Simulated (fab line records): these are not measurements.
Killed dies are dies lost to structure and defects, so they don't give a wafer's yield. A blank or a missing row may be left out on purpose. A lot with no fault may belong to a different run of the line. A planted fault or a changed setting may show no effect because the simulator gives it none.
fab line records	flow nand_harc	part 1 of 2: steps 1 to 24 of 30
[record] lots = 5	wafers = 15	last_day = 32
route steps=1302 shown A_STAIRCASE@681
lots that met no fault: taken from a fault-free run of the same line
start_h: hours from the record's first day to the start of the lot's first wafer shown	wait_h: hours elapsed since this lot's preceding step	" unchanged from the row above	L1.1+2: several wafers, shown together as one row	- either no value or no given start	* or withheld: withheld	< > ~ a bound
route shown NAME@n: NAME is a module with steps in the file, n the number in the route of the first one	usual: mean and standard deviation over wafers with no fault	same: alike in all rows	chamber/n: place in a boat	sites: per-site readings	_std_site: how widely they spread, as a standard deviation	_edge_site: mean of outer sites minus mean of inner sites	radius_mm: for every site, how far away it sits from the centre of the wafer	mask NAME#n: copy n	behind: the last tool/chamber to shape the wafer	hold: what put the lot on hold/how long, in hours/how the hold closed	device: which transistor (n, p or np) failed to switch	end of line: the same wafers' tests at the end of the route	step lacking rows: just its recipe	killed: dies lost to structure and defects at the first sort, not the wafer's yield	map: per-die view of a wafer (x killed, . not killed, _ where there is no die)
set.NAME: setting as actually run; set.NAME@STEP: the setting as run at that earlier step	model.NAME: the simulator's own value behind a step, which no gauge read
lots at some steps of the route; a table a step, a row a wafer
services: from which hour (start_h, from the record's first day; less than 0 if before it) a tool's chamber was out of use, for how many hours, and why
[[steps]]
[step NHARC_A_STAIRCASE_TRIM_24]
[recipe] time_s = 211.2	o2_flow_sccm = 500	ar_flow_sccm = 0	bias_w = 0	chemistry = O2
[usual] drypump_motor_current_A = 5.6/0.51	oes_product_au = 1.009/0.016	rf_vpp_V = 57.7/0.92	showerhead_plenum_p_Torr = 3.48/0.14	throttle_valve_pct = 17.037/0.01
lot.wafer	tool	chamber	start_h	wait_h	drypump_motor_current_A	oes_product_au	rf_hours_counter_h	rf_vpp_V	showerhead_plenum_p_Torr	throttle_valve_pct
L079.4	rie_diel-04	3	-	-	5.4	1.003	12	58.4	3.35	17.031
L079.1	"	0	"	"	6.0	0.985	12	57.5	3.56	17.041
L079.5	"	3	"	"	5.4	1.005	-	56.9	3.35	17.018
L080.2	rie_diel-12	3	-	-	6.1	0.988	44	58.0	3.57	17.039
L080.3	"	1	"	"	5.4	1.000	41	56.5	3.27	17.031
L080.1	"	2	"	"	5.1	0.973	42	58.2	3.56	17.042
L089.1	rie_diel-12	2	-	-	5.1	1.003	16	57.3	3.55	17.023
L089.3	"	0	"	"	6.2	0.990	21	59.1	3.40	17.050
L089.2	"	1	"	"	5.4	1.016	20	58.8	3.80	17.031
L090.2	rie_diel-04	2	-	-	5.2	1.026	50	57.9	3.52	17.037
L090.4	"	0	"	"	6.0	1.002	49	56.9	3.54	17.028
L090.5	"	3	"	"	5.4	1.002	-	56.6	3.33	17.043
L093.1	rie_diel-12	0	-	-	6.2	0.986	37	58.5	3.39	17.052
L093.3	"	2	"	"	5.1	0.997	30	58.9	3.54	17.028
L093.6	"	1	"	"	5.4	1.011	-	57.7	3.79	17.041
[step NHARC_A_STAIRCASE_ETCH_25]
[recipe] target_depth_a = 1000	time_s = 40.5	ion_energy_ev = 400	c4f8_flow_sccm = 20	o2_flow_sccm = 10	ar_flow_sccm = withheld	rf_w = 600	bias_w = 1000	chemistry = C4F8/O2
[usual] oes_product_au = 0.953/0.019	rf_vpp_V = 894/5.4
lot.wafer	tool	chamber	start_h	wait_h	oes_product_au	rf_hours_counter_h	rf_vpp_V
L079.1	rie_diel-04	1	-	-	0.961	12	894
L079.4	"	3	"	"	0.953	12	889
L079.5	"	2	"	"	0.961	-	897
L080.3	rie_diel-12	2	-	-	0.932	42	898
L080.1	"	3	"	"	0.936	44	898
L080.2	"	0	"	"	0.940	43	891
L089.3	rie_diel-12	1	-	-	0.948	20	905
L089.2	"	2	"	"	0.944	16	897
L089.1	"	0	"	"	0.932	21	891
L090.2	rie_diel-04	0	-	-	0.940	49	896
L090.4	"	2	"	"	0.961	50	896
L090.5	"	3	"	"	0.940	-	889
L093.3	rie_diel-12	0	-	-	0.940	37	891
L093.1	"	3	"	"	0.965	28	896
L093.6	"	0	"	"	0.930	-	891
[step NHARC_A_STAIRCASE_TRIM_26]
[recipe] time_s = 211.2	o2_flow_sccm = 500	ar_flow_sccm = 0	bias_w = 0	chemistry = O2
[usual] drypump_motor_current_A = 5.6/0.51	oes_product_au = 1.007/0.016	rf_vpp_V = 57.7/0.95	showerhead_plenum_p_Torr = 3.47/0.15	throttle_valve_pct = 17.036/0.0083
lot.wafer	tool	chamber	start_h	wait_h	drypump_motor_current_A	oes_product_au	rf_hours_counter_h	rf_vpp_V	showerhead_plenum_p_Torr	throttle_valve_pct
L079.1	rie_diel-04	0	-	-	6.0	0.989	12	58.4	3.56	17.044
L079.4	"	1	"	"	5.5	1.000	12	56.8	3.46	17.042
L079.5	"	2	"	"	5.2	1.017	-	57.5	3.54	17.036
L080.3	rie_diel-12	0	-	-	6.2	0.996	43	57.4	3.41	17.025
L080.1	"	1	"	"	5.4	1.006	41	56.4	3.27	17.032
L080.2	"	2	"	"	5.1	0.988	42	59.2	3.56	17.020
L089.3	rie_diel-12	0	-	-	6.2	0.976	21	58.0	3.40	17.052
L089.1	"	1	"	"	5.4	1.005	20	57.7	3.80	17.043
L089.2	"	2	"	"	5.1	1.006	16	55.2	3.55	17.021
L090.2	rie_diel-04	0	-	-	6.0	0.999	49	57.8	3.54	17.047
L090.4	"	1	"	"	5.5	1.009	48	57.7	3.44	17.035
L090.5	"	3	"	"	5.4	0.990	-	57.7	3.32	17.036
L093.1	rie_diel-12	1	-	-	5.4	1.015	37	58.4	3.79	17.032
L093.3	"	3	"	"	6.1	0.996	28	58.6	3.56	17.038
L093.6	"	1	"	"	5.4	1.005	-	59.3	3.79	17.042
[step NHARC_A_STAIRCASE_ETCH_27]
[recipe] target_depth_a = 1000	time_s = 40.5	ion_energy_ev = 400	c4f8_flow_sccm = 20	o2_flow_sccm = 10	ar_flow_sccm = withheld	rf_w = 600	bias_w = 1000	chemistry = C4F8/O2
[usual] oes_product_au = 0.952/0.018	rf_vpp_V = 894/5.2
lot.wafer	tool	chamber	start_h	wait_h	oes_product_au	rf_hours_counter_h	rf_vpp_V
L079.4	rie_diel-04	1	-	-	0.964	12	893
L079.1	"	3	"	"	0.945	12	891
L079.5	"	2	"	"	0.958	-	897
L080.2	rie_diel-12	1	-	-	0.959	41	888
L080.1	"	3	"	"	0.939	44	898
L080.3	"	0	"	"	0.921	43	892
L089.1	rie_diel-12	1	-	-	0.946	21	904
L089.2	"	2	"	"	0.940	16	898
L089.3	"	0	"	"	0.918	21	892
L090.4	rie_diel-04	3	-	-	0.952	55	887
L090.2	"	2	"	"	0.959	50	894
L090.5	"	0	"	"	0.947	-	896
L093.3	rie_diel-12	2	-	-	0.941	30	897
L093.1	"	0	"	"	0.939	37	892
L093.6	"	2	"	"	0.934	-	896
[step NHARC_A_STAIRCASE_STRIP_175]
[recipe] power_w = 1500	temp_c = 250	chemistry = O2
[usual] drypump_motor_current_A = 5.51/0.15	heater_power_w = 328/15
lot.wafer	tool	chamber	start_h	wait_h	drypump_motor_current_A	heater_power_w	rf_hours_counter_h
L079.1	plasma_asher-02	1	398.55	0.1	5.38	333	29
L079.4	"	0	"	"	5.59	346	-
L079.5	"	0	"	"	5.57	336	-
L080.1	plasma_asher-01	0	416.05	0.1	5.83	343	16
L080.2	"	1	"	"	5.46	303	16
L080.3	"	0	"	"	5.84	351	-
L089.2	plasma_asher-02	1	504.90	0.1	5.36	311	15
L089.1	"	0	"	"	5.58	343	15
L089.3	"	1	"	"	5.35	303	-
L090.2	plasma_asher-02	0	518.32	0.1	5.63	338	18
L090.4	"	0	"	"	5.56	342	-
L090.5	"	1	"	"	5.37	311	-
L093.1	plasma_asher-02	0	545.94	0.1	5.55	345	24
L093.3	"	1	"	"	5.35	313	-
L093.6	"	0	"	"	5.55	342	-
[step NHARC_A_STAIRCASE_STRIP_148]
[recipe] time_s = 900	temp_c = 130	chemistry = SPM
lot.wafer	tool	chamber	start_h	wait_h
L079.4+1+5	wet_bench-03	2,3,6	398.91	0.2
L080.2+3+1	wet_bench-05	1,3,4	416.41	0.3
L089.2+1+3	wet_bench-05	5,7,0	505.26	0.3
L090.4+2+5	wet_bench-03	4,5,0	518.68	0.2
L093.3+6+1	wet_bench-05	0,1,4	546.26	0.2
[step NHARC_A_STAIRCASE_PRECLEAN_149]
[recipe] time_s = *	temp_c = 50	bath_age_min = 0	chemistry = SC1
lot.wafer	tool	chamber	start_h	wait_h
L079.4+1+5	wet_bench-03	2,3,6	-	-
L080.2+3+1	wet_bench-05	1,3,4	-	-
L089.2+1+3	wet_bench-05	5,7,0	-	-
L090.4+2+5	wet_bench-03	4,5,0	-	-
L093.3+6+1	wet_bench-05	0,1,4	-	-
[step NHARC_A_STAIRCASE_SRD_150]
lot.wafer	tool	chamber	start_h	wait_h
L079.4+1+5	wet_bench-03	2,3,6	-	-
L080.2+3+1	wet_bench-05	1,3,4	-	-
L089.2+1+3	wet_bench-05	5,7,0	-	-
L090.4+2+5	wet_bench-03	4,5,0	-	-
L093.3+6+1	wet_bench-05	0,1,4	-	-
[step NHARC_A_STAIRCASE_DEHYDRATE_176]
[recipe] temp_c = 150	time_s = 120
lot.wafer	tool	chamber	start_h	wait_h
L079.1+4+5	litho_track-03	0	399.38	-
L080.1+2+3	litho_track-05	0	416.85	-
L089.1+2+3	litho_track-02	0	505.70	-
L090.2+4+5	litho_track-03	0	519.13	-
L093.1+3+6	litho_track-02	0	546.70	-
[step NHARC_A_STAIRCASE_HMDS_177]
[recipe] time_s = 30
lot.wafer	tool	chamber	start_h	wait_h
L079.1+4+5	litho_track-03	0	-	-
L080.1+2+3	litho_track-05	0	-	-
L089.1+2+3	litho_track-02	0	-	-
L090.2+4+5	litho_track-03	0	-	-
L093.1+3+6	litho_track-02	0	-	-
[step NHARC_A_STAIRCASE_COAT_178]
[recipe] spin_rpm = 1200
lot.wafer	tool	chamber	start_h	wait_h
L079.1+4+5	litho_track-03	0	-	-
L080.1+2+3	litho_track-05	0	-	-
L089.1+2+3	litho_track-02	0	-	-
L090.2+4+5	litho_track-03	0	-	-
L093.1+3+6	litho_track-02	0	-	-
[step NHARC_A_STAIRCASE_SOFTBAKE_179]
[recipe] temp_c = 135	time_s = 170
lot.wafer	tool	chamber	start_h	wait_h
L079.1+4+5	litho_track-03	0	-	-
L080.1+2+3	litho_track-05	0	-	-
L089.1+2+3	litho_track-02	0	-	-
L090.2+4+5	litho_track-03	0	-	-
L093.1+3+6	litho_track-02	0	-	-
[step NHARC_A_STAIRCASE_EBR_180]
lot.wafer	tool	chamber	start_h	wait_h
L079.1+4+5	litho_track-03	0	-	-
L080.1+2+3	litho_track-05	0	-	-
L089.1+2+3	litho_track-02	0	-	-
L090.2+4+5	litho_track-03	0	-	-
L093.1+3+6	litho_track-02	0	-	-
[step NHARC_A_STAIRCASE_EXPOSE_181]
[recipe] na = 0.5	dose_mj = 27.87	mask_id = STAIR_2
lot.wafer	tool	chamber	start_h	wait_h	mask
L079.1+4+5	krf_scanner-04	0	399.71	-	STAIR_2#0
L080.1+2+3	krf_scanner-02	0	417.19	-	STAIR_2#0
L089.1+2+3	krf_scanner-02	0	506.03	-	STAIR_2#0
L090.2+4+5	krf_scanner-01	0	519.46	-	STAIR_2#0
L093.1+3+6	krf_scanner-01	0	547.03	-	STAIR_2#0
[step NHARC_A_STAIRCASE_PEB_182]
[recipe] peb_temp_c = 115	peb_time_s = 130
lot.wafer	tool	chamber	start_h	wait_h
L079.1+4+5	litho_track-05	0	399.78	0.1
L080.1+2+3	litho_track-05	0	417.25	0.1
L089.1+2+3	litho_track-05	0	506.09	0.1
L090.2+4+5	litho_track-02	0	519.52	0.1
L093.1+3+6	litho_track-03	0	547.10	0.1
[step NHARC_A_STAIRCASE_DEVELOP_183]
[recipe] time_s = 140
lot.wafer	tool	chamber	start_h	wait_h
L079.1+4+5	litho_track-05	0	-	-
L080.1+2+3	litho_track-05	0	-	-
L089.1+2+3	litho_track-05	0	-	-
L090.2+4+5	litho_track-02	0	-	-
L093.1+3+6	litho_track-03	0	-	-
[step NHARC_A_STAIRCASE_HARDBAKE_185]
[recipe] temp_c = 120	time_s = 140
lot.wafer	tool	chamber	start_h	wait_h
L079.1+4+5	litho_track-02	0	399.99	-
L080.1+2+3	litho_track-05	0	417.47	-
L089.1+2+3	litho_track-02	0	506.31	-
L090.2+4+5	litho_track-03	0	519.75	-
L093.1+3+6	litho_track-05	0	547.32	-
[step NHARC_A_STAIRCASE_DESCUM_186]
[recipe] time_s = 3	o2_flow_sccm = 200	ar_flow_sccm = 0	bias_power_w = 0	chemistry = O2
[usual] drypump_motor_current_A = 5.6/0.47	oes_product_au = 1.006/0.015	rf_vpp_V = 57.8/0.9	showerhead_plenum_p_Torr = 1.89/0.078	throttle_valve_pct = 11.311/0.0089
[same] bias_power_w = 0
lot.wafer	tool	chamber	start_h	wait_h	drypump_motor_current_A	oes_product_au	rf_hours_counter_h	rf_vpp_V	showerhead_plenum_p_Torr	throttle_valve_pct
L079.4	rie_diel-13	3	400.10	-	5.9	1.039	15	57.7	1.88	11.310
L079.1	"	0	"	"	4.7	1.020	17	58.9	1.98	11.304
L079.5	"	3	"	"	5.9	1.034	-	58.7	1.88	11.315
L080.3	rie_diel-13	2	417.57	-	5.7	1.005	17	58.0	1.77	11.299
L080.2	"	3	"	"	5.9	1.044	21	58.6	1.88	11.314
L080.1	"	0	"	"	4.7	1.020	21	57.6	1.98	11.294
L089.2	rie_diel-12	1	506.40	-	5.4	1.010	21	58.5	2.07	11.297
L089.3	"	2	"	"	5.1	0.999	16	57.8	1.92	11.316
L089.1	"	0	"	"	6.2	0.994	21	57.0	1.84	11.320
L090.2	rie_diel-04	2	519.83	-	5.1	1.020	50	56.3	1.91	11.324
L090.4	"	1	"	"	5.5	1.008	48	56.3	1.86	11.304
L090.5	"	2	"	"	5.2	1.013	-	57.3	1.91	11.312
L093.3	rie_diel-04	3	547.42	-	5.4	1.018	1	56.7	1.79	11.308
L093.1	"	1	"	"	5.5	0.996	1	58.2	1.86	11.304
L093.6	"	2	"	"	5.2	1.008	-	57.9	1.90	11.297
[step NHARC_A_STAIRCASE_TRIM_187]
[recipe] time_s = 211.2	o2_flow_sccm = 500	ar_flow_sccm = 0	bias_w = 0	chemistry = O2
[usual] drypump_motor_current_A = 5.6/0.46	oes_product_au = 1.005/0.015	rf_vpp_V = 57.6/0.86	showerhead_plenum_p_Torr = 3.48/0.13	throttle_valve_pct = 17.037/0.0093
lot.wafer	tool	chamber	start_h	wait_h	drypump_motor_current_A	oes_product_au	rf_hours_counter_h	rf_vpp_V	showerhead_plenum_p_Torr	throttle_valve_pct
L079.1	rie_diel-13	3	400.20	0.1	5.9	1.031	15	57.4	3.47	17.040
L079.4	"	0	"	"	4.7	1.006	17	58.9	3.65	17.057
L079.5	"	2	"	"	5.7	0.984	-	57.1	3.28	17.055
L080.3	rie_diel-13	2	417.76	0.2	5.7	1.001	17	57.9	3.28	17.044
L080.2	"	0	"	"	4.7	1.025	21	58.1	3.64	17.037
L080.1	"	1	"	"	6.2	1.002	21	57.6	3.38	17.056
L089.1	rie_diel-12	0	506.54	0.1	6.3	0.996	21	56.0	3.40	17.050
L089.2	"	1	"	"	5.4	1.004	21	58.8	3.80	17.045
L089.3	"	2	"	"	5.1	1.000	16	59.1	3.55	17.043
L090.4	rie_diel-04	0	519.93	0.1	6.0	0.999	49	58.8	3.54	17.059
L090.2	"	2	"	"	5.1	1.020	50	57.2	3.52	17.029
L090.5	"	3	"	"	5.4	1.001	-	57.0	3.32	17.043
L093.3	rie_diel-04	1	547.50	0.1	5.5	0.999	2	57.6	3.43	17.039
L093.1	"	3	"	"	5.4	1.027	1	57.7	3.32	17.036
L093.6	"	2	"	"	5.2	1.020	-	57.9	3.51	17.049
[step NHARC_A_STAIRCASE_ETCH_188]
[recipe] target_depth_a = 1000	time_s = 40.5	ion_energy_ev = 400	c4f8_flow_sccm = 20	o2_flow_sccm = 10	ar_flow_sccm = withheld	rf_w = 600	bias_w = 1000	chemistry = C4F8/O2
[usual] oes_product_au = 0.948/0.017	rf_vpp_V = 894/4.9
lot.wafer	tool	chamber	start_h	wait_h	oes_product_au	rf_hours_counter_h	rf_vpp_V
L079.4	rie_diel-13	1	-	-	0.957	16	891
L079.1	"	3	"	"	0.983	15	894
L079.5	"	1	"	"	0.971	-	891
L080.1	rie_diel-13	3	-	-	0.974	22	892
L080.3	"	0	"	"	0.947	21	901
L080.2	"	1	"	"	0.941	21	890
L089.1	rie_diel-12	0	-	-	0.919	22	891
L089.2	"	1	"	"	0.936	21	906
L089.3	"	2	"	"	0.923	17	896
L090.4	rie_diel-04	1	-	-	0.947	48	893
L090.2	"	0	"	"	0.938	49	896
L090.5	"	2	"	"	0.951	-	897
L093.1	rie_diel-04	2	-	-	0.947	2	895
L093.3	"	3	"	"	0.951	1	889
L093.6	"	0	"	"	0.925	-	896
[step NHARC_A_STAIRCASE_TRIM_189]
[recipe] time_s = 211.2	o2_flow_sccm = 500	ar_flow_sccm = 0	bias_w = 0	chemistry = O2
[usual] drypump_motor_current_A = 5.6/0.48	oes_product_au = 1.004/0.015	rf_vpp_V = 57.8/0.91	showerhead_plenum_p_Torr = 3.49/0.13	throttle_valve_pct = 17.036/0.0083
lot.wafer	tool	chamber	start_h	wait_h	drypump_motor_current_A	oes_product_au	rf_hours_counter_h	rf_vpp_V	showerhead_plenum_p_Torr	throttle_valve_pct
L079.1	rie_diel-13	0	-	-	4.7	1.024	17	58.2	3.65	17.032
L079.4	"	3	"	"	5.9	1.042	15	55.5	3.47	17.044
L079.5	"	0	"	"	4.7	1.016	-	58.1	3.65	17.037
L080.3	rie_diel-13	3	-	-	5.8	1.026	22	58.6	3.47	17.040
L080.1	"	0	"	"	4.7	1.010	22	58.2	3.64	17.032
L080.2	"	2	"	"	5.7	1.006	18	56.8	3.28	17.036
L089.2	rie_diel-12	2	-	-	5.1	1.009	17	58.8	3.55	17.043
L089.3	"	0	"	"	6.2	0.978	22	57.4	3.40	17.047
L089.1	"	1	"	"	5.4	1.011	21	59.0	3.80	17.033
L090.4	rie_diel-04	1	-	-	5.5	1.009	48	58.7	3.44	17.021
L090.2	"	3	"	"	5.4	1.001	55	58.8	3.32	17.020
L090.5	"	1	"	"	5.5	0.999	-	58.3	3.44	17.056
L093.3	rie_diel-04	2	-	-	5.2	1.019	2	59.4	3.51	17.043
L093.1	"	3	"	"	5.4	1.017	1	57.7	3.32	17.041
L093.6	"	1	"	"	5.5	0.999	-	58.4	3.43	17.030
[step NHARC_A_STAIRCASE_ETCH_190]
[recipe] target_depth_a = 1000	time_s = 40.5	ion_energy_ev = 400	c4f8_flow_sccm = 20	o2_flow_sccm = 10	ar_flow_sccm = withheld	rf_w = 600	bias_w = 1000	chemistry = C4F8/O2
[usual] oes_product_au = 0.949/0.016	rf_vpp_V = 895/4.9
lot.wafer	tool	chamber	start_h	wait_h	oes_product_au	rf_hours_counter_h	rf_vpp_V
L079.4	rie_diel-13	3	-	-	0.990	15	895
L079.1	"	1	"	"	0.958	16	889
L079.5	"	2	"	"	0.958	-	886
L080.1	rie_diel-13	0	-	-	0.954	22	901
L080.2	"	1	"	"	0.961	22	890
L080.3	"	2	"	"	0.945	18	889
L089.2	rie_diel-12	2	-	-	0.945	17	896
L089.3	"	0	"	"	0.927	22	891
L089.1	"	1	"	"	0.946	22	905
L090.4	rie_diel-04	2	-	-	0.964	50	894
L090.2	"	3	"	"	0.941	55	888
L090.5	"	2	"	"	0.970	-	895
L093.1	rie_diel-04	2	-	-	0.942	2	894
L093.3	"	3	"	"	0.953	1	888
L093.6	"	2	"	"	0.940	-	896
[step NHARC_A_STAIRCASE_TRIM_191]
[recipe] time_s = 211.2	o2_flow_sccm = 500	ar_flow_sccm = 0	bias_w = 0	chemistry = O2
[usual] drypump_motor_current_A = 5.6/0.49	oes_product_au = 1.007/0.016	rf_vpp_V = 57.7/0.92	showerhead_plenum_p_Torr = 3.49/0.13	throttle_valve_pct = 17.037/0.0093
lot.wafer	tool	chamber	start_h	wait_h	drypump_motor_current_A	oes_product_au	rf_hours_counter_h	rf_vpp_V	showerhead_plenum_p_Torr	throttle_valve_pct
L079.4	rie_diel-13	1	-	-	6.2	0.999	16	57.6	3.38	17.046
L079.1	"	2	"	"	5.7	0.992	10	56.5	3.28	17.046
L079.5	"	3	"	"	5.9	1.042	-	57.2	3.47	17.055
L080.2	rie_diel-13	0	-	-	4.7	1.014	22	57.7	3.64	17.030
L080.3	"	1	"	"	6.2	1.007	22	57.7	3.38	17.028
L080.1	"	2	"	"	5.7	1.008	18	55.2	3.28	17.057
L089.1	rie_diel-12	1	-	-	5.4	1.011	22	58.2	3.80	17.035
L089.3	"	2	"	"	5.1	1.000	17	57.0	3.55	17.040
L089.2	"	0	"	"	6.2	0.982	22	57.7	3.40	17.007
L090.4	rie_diel-04	0	-	-	6.0	0.996	49	58.1	3.54	17.025
L090.2	"	1	"	"	5.6	1.014	48	57.4	3.44	17.026
L090.5	"	3	"	"	5.4	0.990	-	58.1	3.32	17.024
L093.3	rie_diel-04	3	-	-	5.4	1.025	1	56.4	3.32	17.030
L093.1	"	0	"	"	6.0	0.979	1	57.5	3.54	17.043
L093.6	"	0	"	"	6.0	0.988	-	58.5	3.54	17.046
[step NHARC_A_STAIRCASE_ETCH_192]
[recipe] target_depth_a = 1000	time_s = 40.5	ion_energy_ev = 400	c4f8_flow_sccm = 20	o2_flow_sccm = 10	ar_flow_sccm = withheld	rf_w = 600	bias_w = 1000	chemistry = C4F8/O2
[usual] oes_product_au = 0.948/0.015	rf_vpp_V = 894/5
lot.wafer	tool	chamber	start_h	wait_h	oes_product_au	rf_hours_counter_h	rf_vpp_V
L079.4	rie_diel-13	3	-	-	0.983	15	894
L079.1	"	0	"	"	0.951	17	900
L079.5	"	2	"	"	0.953	-	887
L080.3	rie_diel-13	1	-	-	0.939	22	891
L080.2	"	2	"	"	0.956	18	886
L080.1	"	3	"	"	0.989	22	894
L089.2	rie_diel-12	2	-	-	0.946	17	897
L089.3	"	0	"	"	0.941	22	892
L089.1	"	1	"	"	0.947	22	904
L090.2	rie_diel-04	2	-	-	0.982	50	896
L090.4	"	1	"	"	0.962	48	892
L090.5	"	2	"	"	0.982	-	897
L093.1	rie_diel-04	3	-	-	0.939	1	888
L093.3	"	1	"	"	0.941	2	893
L093.6	"	3	"	"	0.953	-	889
